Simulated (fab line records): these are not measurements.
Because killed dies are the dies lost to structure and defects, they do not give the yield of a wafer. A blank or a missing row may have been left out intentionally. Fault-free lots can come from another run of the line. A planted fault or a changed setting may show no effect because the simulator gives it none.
The tool behind it: which one? + flow n5-finfet + 12 lots, 36 wafers sampled, at 3 steps of a route of 1938

WHAT EACH GAUGE READ, for each wafer
N5_FIN_SAQP_CD_MEAS_16: the cd target is 35.6 nm.
| lot  | measured    | on        | cd-nm (nm)     |
|------|-------------|-----------|----------------|
| L075 | day 2 03:35 | cd-sem-03 | 35.5 35.8 35.3 |
| L077 | day 2 15:37 | cd-sem-03 | 35.4 35.3 35.4 |
| L079 | day 3 03:56 | cd-sem-02 | 35.2 35.4 35.1 |
| L081 | day 3 15:52 | cd-sem-02 | 35.4 35.6 35.9 |
| L083 | day 4 04:02 | cd-sem-02 | 35.5 35.7 35.2 |
| L085 | day 4 15:30 | cd-sem-02 | 35.5 35.7 36.0 |
| L087 | day 5 04:46 | cd-sem-01 | 36.0 35.3 35.3 |
| L089 | day 5 15:25 | cd-sem-02 | 35.7 35.4 35.7 |
| L091 | day 6 03:21 | cd-sem-03 | 35.7 35.5 35.7 |
| L093 | day 6 15:36 | cd-sem-01 | 35.5 35.4 35.7 |
| L095 | day 7 04:36 | cd-sem-01 | 35.7 35.7 35.8 |
| L097 | day 7 17:16 | cd-sem-02 | 35.0 35.4 35.5 |

TOOL THAT RAN EACH LOT (tool first, then ch and the chambers of the sampled wafers, then the start)
| lot  | N5_FIN_SAQP_ALD_61               | N5_FIN_SAQP_PECVD_48           |
|------|----------------------------------|--------------------------------|
| L075 | ald-sin-01 ch 0,3, day 2 02:22   | pecvd-01 ch 1,2, day 2 02:58   |
| L077 | ald-sin-01 ch 2,3, day 2 14:19   | pecvd-03 ch 0,1, day 2 14:59   |
| L079 | ald-sin-01 ch 1,2,3, day 3 02:42 | pecvd-03 ch 0,1, day 3 03:17   |
| L081 | ald-sin-02 ch 1,3, day 3 14:37   | pecvd-02 ch 0,1,2, day 3 15:15 |
| L083 | ald-sin-02 ch 1,2,3, day 4 02:58 | pecvd-02 ch 0,1,2, day 4 03:33 |
| L085 | ald-sin-03 ch 0,3, day 4 14:13   | pecvd-02 ch 1,2, day 4 14:53   |
| L087 | ald-sin-02 ch 0,1, day 5 03:34   | pecvd-01 ch 0,2, day 5 04:08   |
| L089 | ald-sin-03 ch 1,3, day 5 14:20   | pecvd-02 ch 0,1,2, day 5 14:55 |
| L091 | ald-sin-01 ch 0,1,2, day 6 02:13 | pecvd-02 ch 0,1, day 6 02:52   |
| L093 | ald-sin-02 ch 1,2,3, day 6 14:27 | pecvd-01 ch 0,1,2, day 6 14:59 |
| L095 | ald-sin-03 ch 0,3, day 7 03:23   | pecvd-01 ch 0,2, day 7 03:59   |
| L097 | ald-sin-01 ch 0,2,3, day 7 16:02 | pecvd-03 ch 0,2, day 7 16:46   |
- N5_FIN_SAQP_ALD_61: deposits SiO2, target thk 4 nm, pulse time 1 s, purge time 2 s.
- N5_FIN_SAQP_PECVD_48: deposits SiNx from SiH4/NH3/N2, target thk 25 nm, time 22.1 s.

THE ANSWER, worked out from the rows above alone
Rule: usual is defined by the lots themselves. The widest of any qualifying gaps counts: lots, ordered by their means at a reading, are off when they make up no more than a third of the lots, leave a main group of 4 or more, and stand apart from it by 3 or more times the standard deviation of that group's means. If all means in a main group match to the digits the tables above print for the reading, that group is not used. Also off: a lot with no number at a reading for which 4 or more lots have one. Where the step has rows for the other lots, those lots are counted as sound.
Across all readings shown, no lot is off: no conclusion can be drawn from this.

WHAT HAD BEEN PUT IN BY THE SIMULATOR
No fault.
